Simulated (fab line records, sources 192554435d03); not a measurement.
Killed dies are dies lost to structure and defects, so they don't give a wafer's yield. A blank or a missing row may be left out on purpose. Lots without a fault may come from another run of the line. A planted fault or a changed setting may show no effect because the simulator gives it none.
fab line records | flow n5_finfet | part 1 of 2: steps 1 to 18 of 28
record lots=5 wafers=15 last_day=16
route steps=1938 shown BEOL_M8@1369
lots that met no fault: from a run of the same line without faults
start_h: hours from the record's first day to the start of the lot's first wafer shown | wait_h: hours since the lot's step before | " the same as in the row above | L1.1+2: a row that stands for several wafers | - no value, or no start given | * or withheld: withheld | < > ~ a bound
route shown NAME@n: a module of which the file shows steps, and the number in the route of the first | usual: mean/standard deviation of fault-free wafers | same: alike in all rows | chamber/n: place in a boat | sites: the reading at each site | _std_site: their standard deviation | _edge_site: outer sites' mean less inner sites' | radius_mm: how far each site lies from the wafer's centre | mask NAME#n: copy n | behind: the tool/chamber that last shaped the wafer | hold: why the lot was held/for how many hours/how that ended | device: the transistor (n, p or np) that didn't switch | end of line: the same wafers' tests at the end of the route | a step without rows: its recipe alone | killed: dies lost to structure and defects at the first sort, not the wafer's yield | map: a wafer's dies, x killed, . not, _ none there
set.NAME: the setting as run; set.NAME@STEP: as run at that earlier step | model.NAME: the simulator's own value behind a step, which no gauge read
lots at some steps of the route; a table a step, a row a wafer
services: from which hour (start_h, from the record's first day; less than 0 if before it) a tool's chamber was out of use, for how many hours, and why
## steps
# step N5_BEOL_M8_ETCH_72
# recipe chemistry=N2/H2 target=underlayer target_depth_a=65 mask_material=CAR-EUV time_s=5.2 ion_energy_ev=200 pressure_mtorr=30 source_w=840 bias_w=150 n2_flow_sccm=200 h2_flow_sccm=200 ends=cleared
# usual bias_w=150.0/0.41 drypump_motor_current_A=5.4/0.55 etch_rf_on_time_s=5.25/0.15 oes_product_au=0.70/0.081 rf_vpp_V=523.2/2.8 showerhead_plenum_p_Torr=2.51/0.08 throttle_valve_pct=17.75/0.25
# columns lot.wafer tool chamber start_h wait_h bias_w drypump_motor_current_A etch_rf_on_time_s oes_product_au rf_hours_counter_h rf_vpp_V showerhead_plenum_p_Torr throttle_valve_pct
L077.3 rie_diel-05 1 207.12 0.0 150.2 6.4 5.54 0.61 181 520.3 2.45 18.10
L077.4 " 3 " " 149.5 4.9 5.08 0.62 197 520.9 2.42 17.93
L077.6 " 2 " " 149.4 5.2 5.09 0.70 - 525.2 2.56 17.34
L080.2 rie_diel-01 1 219.73 0.0 150.3 4.7 5.27 0.61 215 527.9 2.62 18.00
L080.4 " 3 " " 150.3 4.8 5.15 0.83 - 523.3 2.51 17.45
L080.6 " 0 " " 149.9 4.9 5.17 0.77 - 521.4 2.46 17.51
L088.2 rie_diel-01 3 287.07 0.0 149.2 4.9 5.18 0.77 28 522.3 2.50 17.51
L088.4 " 2 " " 149.2 6.3 5.44 0.75 21 521.9 2.50 17.71
L088.5 " 3 " " 149.6 4.9 5.16 0.77 - 523.5 2.50 17.50
L093.1 rie_diel-04 2 313.65 0.0 150.2 5.3 5.24 0.57 248 520.4 2.42 17.89
L093.2 " 1 " " 149.7 5.3 5.33 0.71 53 527.7 2.69 17.76
L093.4 " 0 " " 150.5 5.4 5.08 0.76 - 520.9 2.49 18.02
L094.2 rie_diel-05 0 316.16 0.0 151.1 5.9 5.27 0.72 58 520.7 2.49 17.57
L094.4 " 0 " " 150.2 5.9 5.32 0.72 - 520.8 2.49 17.57
L094.6 " 3 " " 150.1 4.9 5.20 0.59 - 521.1 2.40 18.01
# step N5_BEOL_M8_ETCH_65
# recipe chemistry=CF4 target=SiARC target_depth_a=156 mask_material=CAR-EUV time_s=26 ion_energy_ev=80 pressure_mtorr=40 source_w=545 bias_w=36 Ar_flow_sccm=100 cf4_flow_sccm=100 ends=cleared
# usual bias_w=35.98/0.11 drypump_motor_current_A=5.3/0.56 etch_rf_on_time_s=26.3/0.72 oes_product_au=0.70/0.08 rf_vpp_V=183.7/1.2 showerhead_plenum_p_Torr=2.12/0.067 throttle_valve_pct=15.47/0.26
# columns lot.wafer tool chamber start_h wait_h bias_w drypump_motor_current_A etch_rf_on_time_s oes_product_au rf_hours_counter_h rf_vpp_V showerhead_plenum_p_Torr throttle_valve_pct
L077.3 rie_diel-05 1 207.14 0.0 35.86 6.4 27.4 0.61 181 183.8 2.06 15.72
L077.4 " 3 " " 35.96 4.9 25.6 0.62 197 182.8 2.03 15.67
L077.6 " 2 " " 35.95 5.2 25.5 0.71 - 183.0 2.17 15.24
L080.2 rie_diel-01 1 219.75 0.0 36.12 4.7 25.7 0.61 215 186.3 2.20 15.77
L080.4 " 3 " " 35.97 4.9 25.2 0.83 - 183.2 2.09 15.07
L080.6 " 0 " " 35.97 4.9 25.8 0.77 - 184.3 2.12 15.51
L088.2 rie_diel-01 3 287.09 0.0 36.02 4.8 25.9 0.75 28 183.7 2.08 15.11
L088.4 " 2 " " 35.96 6.3 27.4 0.75 21 183.8 2.08 15.33
L088.5 " 3 " " 36.03 4.9 25.8 0.76 - 185.2 2.08 15.12
L093.1 rie_diel-04 2 313.67 0.0 35.94 5.3 26.1 0.58 248 183.8 2.03 15.54
L093.2 " 1 " " 36.08 5.4 26.6 0.72 53 184.4 2.24 15.31
L093.4 " 0 " " 35.91 5.4 25.8 0.77 - 183.1 2.10 15.68
L094.2 rie_diel-05 0 316.17 0.0 35.94 5.9 26.0 0.73 58 182.1 2.07 15.20
L094.4 " 0 " " 36.15 5.9 26.0 0.72 - 182.9 2.07 15.21
L094.6 " 3 " " 36.07 4.9 25.4 0.60 - 183.3 2.02 15.76
# step N5_BEOL_M8_ETCH_66
# recipe chemistry=N2/H2 target=SOC target_depth_a=800 overetch_a=160 mask_material=SiARC temp_c=40 time_s=120 ion_energy_ev=200 pressure_mtorr=30 source_w=840 bias_w=150 n2_flow_sccm=200 h2_flow_sccm=200
# usual bias_w=150.1/0.43 drypump_motor_current_A=5.4/0.56 oes_product_au=0.63/0.07 rf_vpp_V=523.1/2.6 showerhead_plenum_p_Torr=2.51/0.08 throttle_valve_pct=17.71/0.25
# columns lot.wafer tool chamber start_h wait_h bias_w drypump_motor_current_A oes_product_au rf_hours_counter_h rf_vpp_V showerhead_plenum_p_Torr throttle_valve_pct
L077.3 rie_diel-05 1 207.17 0.0 151.0 6.4 0.57 181 520.9 2.45 18.03
L077.4 " 3 " " 150.4 4.9 0.55 197 518.9 2.42 17.90
L077.6 " 2 " " 150.0 5.2 0.62 - 525.7 2.56 17.30
L080.2 rie_diel-01 1 219.78 0.0 150.0 4.7 0.55 215 526.2 2.62 17.94
L080.4 " 3 " " 150.3 4.8 0.74 - 521.7 2.51 17.42
L080.6 " 0 " " 149.1 4.9 0.69 - 521.9 2.46 17.46
L088.2 rie_diel-01 3 287.11 0.0 150.1 4.9 0.69 28 521.7 2.50 17.45
L088.4 " 2 " " 150.4 6.3 0.69 21 521.1 2.50 17.65
L088.5 " 3 " " 149.6 4.9 0.68 - 523.4 2.50 17.46
L093.1 rie_diel-04 2 313.69 0.0 150.3 5.3 0.51 248 521.3 2.42 17.83
L093.2 " 1 " " 150.8 5.3 0.65 53 528.4 2.69 17.70
L093.4 " 0 " " 150.4 5.5 0.68 - 522.0 2.49 17.96
L094.2 rie_diel-05 0 316.20 0.0 150.3 6.0 0.65 59 522.0 2.49 17.52
L094.4 " 0 " " 150.0 6.0 0.65 - 524.2 2.49 17.54
L094.6 " 3 " " 150.8 4.9 0.54 - 520.4 2.41 17.96
# step N5_BEOL_M8_STRIP_69
# recipe chemistry=N2/H2 temp_c=40 n2_flow_sccm=200 h2_flow_sccm=200 rf_frequency_hz=6e+07
# columns lot.wafer tool chamber start_h wait_h
L077.3+4+6 rie_diel-05 1,3,2 207.25 0.0
L080.2+4+6 rie_diel-01 1,3,0 219.86 0.0
L088.2+4+5 rie_diel-01 3,2,3 287.19 0.0
L093.1+2+4 rie_diel-04 2,1,0 313.77 0.0
L094.2+4+6 rie_diel-05 0,0,3 316.28 0.0
# step N5_BEOL_M8_STRIP_73
# recipe chemistry=N2/H2 temp_c=40 n2_flow_sccm=200 h2_flow_sccm=200 rf_frequency_hz=6e+07
# columns lot.wafer tool chamber start_h wait_h
L077.3+4+6 rie_diel-05 1,3,2 207.26 0.0
L080.2+4+6 rie_diel-01 1,3,0 219.87 0.0
L088.2+4+5 rie_diel-01 3,2,3 287.20 0.0
L093.1+2+4 rie_diel-04 2,1,0 313.78 0.0
L094.2+4+6 rie_diel-05 0,0,3 316.29 0.0
# step N5_BEOL_M8_VIA_ETCH_34
# recipe chemistry=C4F6/O2 target=SiCOH_lowk target_depth_a=1255 mask_material=SOC taper_deg=4 time_s=50.5 ion_energy_ev=250 pressure_mtorr=30 source_w=345 bias_w=185 Ar_flow_sccm=300 C4F6_flow_sccm=10 O2_flow_sccm=10
# usual bias_w=185.0/0.58 drypump_motor_current_A=5.3/0.56 oes_product_au=0.82/0.096 rf_vpp_V=670/20 showerhead_plenum_p_Torr=2.81/0.088 throttle_valve_pct=20.77/0.3
# columns lot.wafer tool chamber start_h wait_h bias_w drypump_motor_current_A oes_product_au rf_hours_counter_h rf_vpp_V showerhead_plenum_p_Torr throttle_valve_pct
L077.3 rie_diel-05 1 207.27 0.0 184.0 6.4 0.73 181 672 2.74 21.04
L077.4 " 3 " " 184.5 4.9 0.73 197 637 2.73 21.07
L077.6 " 2 " " 183.9 5.2 0.83 - 671 2.89 20.53
L080.2 rie_diel-01 1 219.88 0.0 184.8 4.7 0.71 215 644 2.93 21.07
L080.4 " 3 " " 185.7 4.9 0.99 - 672 2.77 20.27
L080.6 " 0 " " 185.6 4.9 0.90 - 698 2.81 20.85
L088.2 rie_diel-01 3 287.21 0.0 185.6 4.9 0.90 28 670 2.75 20.30
L088.4 " 2 " " 184.1 6.3 0.89 21 647 2.77 20.62
L088.5 " 3 " " 185.5 4.9 0.91 - 672 2.76 20.32
L093.1 rie_diel-04 2 313.79 0.0 185.2 5.3 0.67 248 645 2.69 20.69
L093.2 " 1 " " 185.3 5.3 0.84 54 691 2.98 20.57
L093.4 " 0 " " 185.0 5.4 0.90 - 675 2.79 21.04
L094.2 rie_diel-05 0 316.30 0.0 183.9 5.9 0.84 59 674 2.76 20.47
L094.4 " 0 " " 184.1 6.0 0.84 - 672 2.76 20.47
L094.6 " 3 " " 185.3 4.8 0.70 - 638 2.71 21.12
# step N5_BEOL_M8_STRIP_76
# recipe chemistry=C4F6/O2 resist=SiARC rf_frequency_hz=6e+07
# columns lot.wafer tool chamber start_h wait_h
L077.3+4+6 rie_diel-05 1,3,2 207.31 0.0
L080.2+4+6 rie_diel-01 1,3,0 219.92 0.0
L088.2+4+5 rie_diel-01 3,2,3 287.26 0.0
L093.1+2+4 rie_diel-04 2,1,0 313.84 0.0
L094.2+4+6 rie_diel-05 0,0,3 316.34 0.0
# step N5_BEOL_M8_STRIP_36
# recipe chemistry=N2/H2 power_w=450 temp_c=40 pressure_mtorr=20 rf_frequency_hz=6e+07 overash_fraction=0.3 bias_power_w=7 h2_frac=0.5 n2_flow_sccm=200 h2_flow_sccm=200
# usual drypump_motor_current_A=5.4/0.56 oes_product_au=0.83/0.098 power_w=449.9/1.2 rf_vpp_V=59.1/1.6 showerhead_plenum_p_Torr=2.51/0.08 throttle_valve_pct=23.55/0.3
# same overash_fraction=0.3
# columns lot.wafer tool chamber start_h wait_h drypump_motor_current_A oes_product_au power_w rf_hours_counter_h rf_vpp_V showerhead_plenum_p_Torr throttle_valve_pct
L077.3 rie_diel-05 1 207.32 0.0 6.4 0.73 450.3 181 58.9 2.45 24.00
L077.4 " 3 " " 4.9 0.73 449.5 197 59.2 2.42 23.61
L077.6 " 2 " " 5.3 0.82 449.6 - 57.0 2.56 23.00
L080.2 rie_diel-01 1 219.93 0.0 4.7 0.71 451.0 215 60.3 2.61 23.76
L080.4 " 3 " " 4.9 0.98 449.4 - 57.4 2.51 23.30
L080.6 " 0 " " 4.9 0.89 449.4 - 58.0 2.46 23.31
L088.2 rie_diel-01 3 287.27 0.0 4.8 0.90 451.4 28 58.9 2.49 23.34
L088.4 " 2 " " 6.3 0.92 449.5 22 59.8 2.49 23.50
L088.5 " 3 " " 4.9 0.91 450.4 - 58.2 2.49 23.30
L093.1 rie_diel-04 2 313.85 0.0 5.3 0.68 450.7 248 57.0 2.42 23.76
L093.2 " 1 " " 5.4 0.86 449.6 54 59.5 2.69 23.69
L093.4 " 0 " " 5.5 0.88 451.1 - 59.5 2.48 23.92
L094.2 rie_diel-05 0 316.35 0.0 6.0 0.83 450.2 59 61.8 2.49 23.26
L094.4 " 0 " " 5.9 0.84 450.1 - 58.3 2.49 23.25
L094.6 " 3 " " 4.8 0.70 451.6 - 60.1 2.40 23.66
# step N5_BEOL_M8_TRENCH_ETCH_37
# recipe chemistry=C4F6/O2 target_depth_a=934.78 target=SiCOH_lowk time_s=31.2 ion_energy_ev=250 pressure_mtorr=30 source_w=345 bias_w=185 Ar_flow_sccm=300 C4F6_flow_sccm=10 O2_flow_sccm=10
# usual bias_w=184.9/0.57 drypump_motor_current_A=5.3/0.56 oes_product_au=0.82/0.095 rf_vpp_V=670/20 showerhead_plenum_p_Torr=2.81/0.088 throttle_valve_pct=20.80/0.3
# columns lot.wafer tool chamber start_h wait_h bias_w drypump_motor_current_A oes_product_au rf_hours_counter_h rf_vpp_V showerhead_plenum_p_Torr throttle_valve_pct
L077.3 rie_diel-05 1 - - 184.9 6.4 0.72 181 671 2.74 21.06
L077.4 " 3 " " 184.8 4.9 0.72 197 637 2.73 21.09
L077.6 " 2 " " 185.6 5.2 0.83 - 671 2.89 20.56
L080.2 rie_diel-01 1 - - 184.8 4.8 0.72 215 642 2.93 21.10
L080.4 " 3 " " 185.8 4.8 0.98 - 673 2.77 20.29
L080.6 " 0 " " 184.6 4.9 0.91 - 697 2.81 20.89
L088.2 rie_diel-01 3 - - 185.0 4.8 0.91 28 670 2.76 20.34
L088.4 " 2 " " 184.0 6.3 0.88 22 648 2.77 20.67
L088.5 " 3 " " 184.5 4.8 0.89 - 670 2.75 20.34
L093.1 rie_diel-04 2 - - 184.4 5.3 0.67 248 645 2.69 20.71
L093.2 " 1 " " 185.7 5.3 0.85 54 688 2.98 20.59
L093.4 " 0 " " 184.2 5.5 0.89 - 676 2.79 21.07
L094.2 rie_diel-05 0 - - 184.9 6.0 0.85 59 674 2.76 20.51
L094.4 " 0 " " 184.6 6.0 0.84 - 673 2.76 20.49
L094.6 " 3 " " 185.1 4.8 0.71 - 636 2.71 21.15
# step N5_BEOL_M8_ETCH_41
# recipe chemistry=CH3F/O2 target=SiCN target_depth_a=319 taper_deg=2 time_s=57.8 ion_energy_ev=120 mask_material=TiN pressure_mtorr=30 source_w=395 bias_w=75 Ar_flow_sccm=150 CH3F_flow_sccm=30 O2_flow_sccm=20
# usual bias_w=74.99/0.27 drypump_motor_current_A=5.3/0.56 oes_product_au=0.82/0.097 rf_vpp_V=296.9/1.6 showerhead_plenum_p_Torr=1.97/0.064 throttle_valve_pct=16.18/0.27
# columns lot.wafer tool chamber start_h wait_h bias_w drypump_motor_current_A oes_product_au rf_hours_counter_h rf_vpp_V showerhead_plenum_p_Torr throttle_valve_pct
L077.3 rie_diel-05 1 - - 74.62 6.4 0.72 181 294.5 1.92 16.43
L077.4 " 3 " " 74.62 4.9 0.72 197 295.6 1.91 16.49
L077.6 " 2 " " 75.49 5.2 0.83 - 298.4 2.03 15.97
L080.2 rie_diel-01 1 - - 74.50 4.7 0.72 215 299.2 2.06 16.49
L080.4 " 3 " " 75.40 4.9 0.98 - 296.9 1.94 15.71
L080.6 " 0 " " 74.80 4.9 0.90 - 296.3 1.97 16.19
L088.2 rie_diel-01 3 - - 75.25 4.9 0.91 28 296.7 1.94 15.78
L088.4 " 2 " " 75.24 6.3 0.88 22 296.3 1.95 16.07
L088.5 " 3 " " 75.17 4.8 0.91 - 297.1 1.94 15.79
L093.1 rie_diel-04 2 - - 74.48 5.3 0.66 248 295.2 1.88 16.21
L093.2 " 1 " " 75.04 5.3 0.83 54 299.6 2.10 15.99
L093.4 " 0 " " 74.64 5.4 0.88 - 295.4 1.95 16.37
L094.2 rie_diel-05 0 - - 74.87 6.0 0.85 59 295.9 1.94 15.90
L094.4 " 0 " " 75.07 5.9 0.85 - 297.2 1.94 15.92
L094.6 " 3 " " 74.97 4.9 0.69 - 295.8 1.90 16.56
# step N5_BEOL_M8_STRIP_80
# recipe chemistry=N2/H2 time_s=10 power_w=450 temp_c=40 pressure_mtorr=20 rf_frequency_hz=6e+07 bias_power_w=7 n2_flow_sccm=200 h2_flow_sccm=200
# usual drypump_motor_current_A=5.3/0.55 oes_product_au=0.82/0.097 rf_vpp_V=58.9/0.89 showerhead_plenum_p_Torr=2.51/0.08 throttle_valve_pct=23.54/0.3
# columns lot.wafer tool chamber start_h wait_h drypump_motor_current_A oes_product_au rf_hours_counter_h rf_vpp_V showerhead_plenum_p_Torr throttle_valve_pct
L077.3 rie_diel-05 1 - - 6.5 0.73 181 57.6 2.45 23.98
L077.4 " 3 " " 4.9 0.73 197 58.7 2.42 23.60
L077.6 " 2 " " 5.2 0.82 - 57.1 2.56 22.99
L080.2 rie_diel-01 1 - - 4.7 0.71 215 59.5 2.61 23.77
L080.4 " 3 " " 4.9 0.98 - 58.4 2.51 23.31
L080.6 " 0 " " 4.9 0.90 - 58.0 2.46 23.33
L088.2 rie_diel-01 3 - - 4.9 0.92 28 59.1 2.49 23.34
L088.4 " 2 " " 6.3 0.93 22 57.4 2.49 23.50
L088.5 " 3 " " 4.9 0.91 - 58.5 2.49 23.33
L093.1 rie_diel-04 2 - - 5.3 0.67 248 60.5 2.42 23.75
L093.2 " 1 " " 5.4 0.86 54 59.4 2.69 23.69
L093.4 " 0 " " 5.5 0.89 - 59.2 2.48 23.93
L094.2 rie_diel-05 0 - - 6.0 0.85 59 57.6 2.49 23.26
L094.4 " 0 " " 6.0 0.83 - 59.9 2.48 23.27
L094.6 " 3 " " 4.8 0.70 - 60.0 2.40 23.65
# step N5_BEOL_M8_OCD_MEAS_38
# usual trench_depth_nm=93.1/2.1
# columns lot.wafer tool chamber start_h wait_h trench_depth_nm
L077.3 ocd-02 - 207.52 - 88.7
L077.4 " - " " 93.5
L077.6 " - " " 94.9
L080.2 ocd-01 - 220.13 - 93.0
L080.4 " - " " 97.5
L080.6 " - " " 95.4
L088.2 ocd-02 - 287.46 - 97.5
L088.4 " - " " 90.7
L088.5 " - " " 95.2
L093.1 ocd-01 - 314.04 - 92.4
L093.2 " - " " 92.7
L093.4 " - " " 93.8
L094.2 ocd-01 - 316.56 - 94.9
L094.4 " - " " 94.7
L094.6 " - " " 95.0
# step N5_BEOL_M8_HM_STRIP_39
# recipe chemistry=peroxide_tin_strip material=TiN target_depth_a=250 temp_c=50 time_s=158
# columns lot.wafer tool chamber start_h wait_h
L077.3+4+6 wet_bench-06 6,2,7 207.56 0.0
L080.2+4+6 wet_bench-06 7,0,6 220.16 0.0
L088.2+4+5 wet_bench-06 7,1,3 287.50 0.0
L093.1+2+4 wet_bench-04 6,3,2 314.08 0.0
L094.2+4+6 wet_bench-05 0,2,7 316.59 0.0
# step N5_BEOL_M8_SRD_40
# recipe time_s=30 temp_c=23 rinse_liquid=diw dry=ipa_marangoni
# columns lot.wafer tool chamber start_h wait_h
L077.3+4+6 wet_bench-06 6,2,7 207.60 0.0
L080.2+4+6 wet_bench-06 7,0,6 220.21 0.0
L088.2+4+5 wet_bench-06 7,1,3 287.54 0.0
L093.1+2+4 wet_bench-04 6,3,2 314.12 0.0
L094.2+4+6 wet_bench-05 0,2,7 316.63 0.0
# step N5_BEOL_M8_PRECLEAN_42
# recipe chemistry=residue_remover time_s=60 temp_c=40
# columns lot.wafer tool chamber start_h wait_h
L077.3+4+6 wet_bench-06 6,2,7 207.62 0.0
L080.2+4+6 wet_bench-06 7,0,6 220.22 0.0
L088.2+4+5 wet_bench-06 7,1,3 287.56 0.0
L093.1+2+4 wet_bench-04 6,3,2 314.14 0.0
L094.2+4+6 wet_bench-05 0,2,7 316.65 0.0
# step N5_BEOL_M8_SRD_43
# recipe time_s=30 temp_c=23 rinse_liquid=diw dry=ipa_marangoni
# columns lot.wafer tool chamber start_h wait_h
L077.3+4+6 wet_bench-06 6,2,7 207.64 0.0
L080.2+4+6 wet_bench-06 7,0,6 220.24 0.0
L088.2+4+5 wet_bench-06 7,1,3 287.58 0.0
L093.1+2+4 wet_bench-04 6,3,2 314.16 0.0
L094.2+4+6 wet_bench-05 0,2,7 316.67 0.0
# step N5_BEOL_M8_CD_MEAS_35
# recipe target_cd_nm=40 polarity=opening
# usual cd_nm=40.4/0.71
# columns lot.wafer tool chamber start_h wait_h cd_nm
L077.3 cd_sem-01 - 207.68 0.0 41.6
L077.4 " - " " 39.6
L077.6 " - " " 40.7
L080.2 cd_sem-01 - 220.28 0.0 41.6
L080.4 " - " " 40.6
L080.6 " - " " 41.0
L088.2 cd_sem-01 - 287.62 0.0 39.7
L088.4 " - " " 39.6
L088.5 " - " " 39.4
L093.1 cd_sem-03 - 314.20 0.0 41.5
L093.2 " - " " 41.2
L093.4 " - " " 39.4
L094.2 cd_sem-03 - 316.71 0.0 39.4
L094.4 " - " " 40.5
L094.6 " - " " 40.9
# step N5_BEOL_M8_CURE_75
# recipe temp_c=370 time_s=120 ambient=DMADMS/He material=SiCOH_lowk
# usual lamp_power_pct=52.31/0.051 wafer_temp_C_max=371.6/0.59
# columns lot.wafer tool chamber start_h wait_h lamp_power_pct wafer_temp_C_max
L077.3 uv_cure-01 1 207.85 0.2 52.32 372.9
L077.4 " 1 " " 52.27 372.9
L077.6 " 1 " " 52.33 372.2
L080.2 uv_cure-02 0 220.62 0.3 52.40 371.7
L080.4 " 0 " " 52.34 371.3
L080.6 " 0 " " 52.30 371.9
L088.2 uv_cure-01 1 287.72 0.1 52.34 371.5
L088.4 " 1 " " 52.30 372.9
L088.5 " 1 " " 52.33 372.9
L093.1 uv_cure-01 2 314.24 0.0 52.28 372.2
L093.2 " 2 " " 52.20 372.5
L093.4 " 2 " " 52.30 371.7
L094.2 uv_cure-03 0 316.80 0.1 52.26 371.4
L094.4 " 0 " " 52.31 371.0
L094.6 " 0 " " 52.33 371.2
